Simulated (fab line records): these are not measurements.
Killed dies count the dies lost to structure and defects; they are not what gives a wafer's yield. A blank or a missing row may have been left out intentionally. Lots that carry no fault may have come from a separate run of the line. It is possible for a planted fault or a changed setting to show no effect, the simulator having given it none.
Problem report in the 8D (eight disciplines) form, filled by code    flow n5_finfet    the parts of the form that need people (team, actions taken, sign-off) are left out

## 1. THE ISSUE
RC_N at N5_BEOL_M4_RC_MEAS_101 reads a mean of 21.01 ohm.um on 3 wafers of 1 lot; wafers without a fault read 15.53 ohm.um with a standard deviation of 0.29. That puts it +19 standard deviations away from the usual mean.
First observed at day 12 04:41: wafer L601.1, on prober-02. Wafers with a number at this step in the record: 30, from 10 lots. By rule, "out" or "out of limits" means more than 4 standard deviations away from the usual mean. The rest of the wafers with a number are treated as sound.

## 2. WHAT IT IS, AND WHAT IT ISN'T
question                     is                                  is not
which readings at this step  RC_N, RC_DENSE_N, RC_DENSE_P, RC_P  DIBL_N, DIBL_P, IOFF_N, IOFF_P, ION_N, SS_N, SS_P, VT_N, VT_P
which lots                   L601                                L586, L587, L588, L589, L592, L593, L594, L597, L609
which wafers of those lots   all that have a number              -
read on which gauges         prober-02                           prober-01
when                         from day 12 04:41                   up to then (24 sound wafers); but 3 sound wafers of L609 came after

## 3. WHAT RULES OUT EACH SUSPECT
Counting: a tool at a process step up to the reading stays a suspect if it ran every lot that is out and no sound lot after the first of them.
- the gauge at N5_BEOL_M4_RC_MEAS_101 has been ruled out. All the wafers that are out were read on prober-02, but those of them that N5_MOL_CONTACT_COAG_IMPLANT_129 has rows for are out there too, on other tools.
- implanter-01 at N5_MOL_CONTACT_COAG_IMPLANT_129: kept. It ran the lot that is out, L601 (day 8 12:44), and no sound lot after that; its last sound lot up to then is L597 (day 7 14:47). Its own readings are out on those wafers: beam_energy_keV, end_station_pressure_torr.
- pvd_sputter-02 at N5_MOL_CONTACT_COAG_TI_SIL_19 (material Ti, target thk 4.2 nm, time 15 s): kept. It ran the lot that is out, L601 (day 8 13:18), and no sound lot after that; its last sound lot up to then is L597 (day 7 16:46).
- pvd_sputter-03 at N5_MOL_CONTACT_COAG_PRE_CLEAN_141 (time 60 s): kept. It ran the lot that is out, L601 (day 8 15:43), and no sound lot after that; its last sound lot up to then is L593 (day 6 17:13).
Left after counting: implanter-01 at N5_MOL_CONTACT_COAG_IMPLANT_129, pvd_sputter-02 at N5_MOL_CONTACT_COAG_TI_SIL_19, pvd_sputter-03 at N5_MOL_CONTACT_COAG_PRE_CLEAN_141.

## 4. THE CAUSE (what the simulator had put in)
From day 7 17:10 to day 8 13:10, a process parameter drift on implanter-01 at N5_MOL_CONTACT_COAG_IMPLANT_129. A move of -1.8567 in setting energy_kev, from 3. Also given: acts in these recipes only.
This tool is one of the 3 suspects left after counting.

## 5. SEQUENCE OF EFFECTS, ordered by route
Each row: a reading whose mean over the struck wafers that have a number lies more than 3 standard deviations from the usual. Scope: only readings with a usual standard deviation given in the record; hours: median across lots of the time from each lot's start at the first step in this table that gives one to its start at this step; sigmas: change in usual standard deviations.
hours  step                             reading                    usual         on struck wafers  change    sigmas
0      N5_MOL_CONTACT_COAG_IMPLANT_129  beam_energy_keV            3.0001        1.1449            -1.8552   -99 or more
0      N5_MOL_CONTACT_COAG_IMPLANT_129  end_station_pressure_torr  5.9e-06 Torr  8.4e-06           +2.5e-06  +7.5
88     N5_BEOL_M4_RC_MEAS_101           RC_DENSE_N                 19.0 ohm.um   25.9              +6.9      +19
88     N5_BEOL_M4_RC_MEAS_101           RC_DENSE_P                 23.8 ohm.um   32.2              +8.4      +17
88     N5_BEOL_M4_RC_MEAS_101           RC_N                       15.53 ohm.um  21.01             +5.48     +19
88     N5_BEOL_M4_RC_MEAS_101           RC_P                       19.4 ohm.um   26.4              +7.0      +18
The process steps in it:
- N5_MOL_CONTACT_COAG_IMPLANT_129

## 6. WHAT WOULD HAVE CAUGHT IT SOONER
The first out-of-limits reading at a measuring or inspecting step in this record came at day 12 04:41, 108 hours after the fault's start at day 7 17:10.
At N5_MOL_CONTACT_COAG_IMPLANT_129, the tool's own readings (beam_energy_keV, end_station_pressure_torr) were out on each struck wafer the step has a row for, so an alarm limit on them would have fired on the first such wafer.
Lots out: 1; all had begun N5_MOL_CONTACT_COAG_IMPLANT_129 on implanter-01 by day 12 04:41. Tool hold at that time: it would have spared none of them.
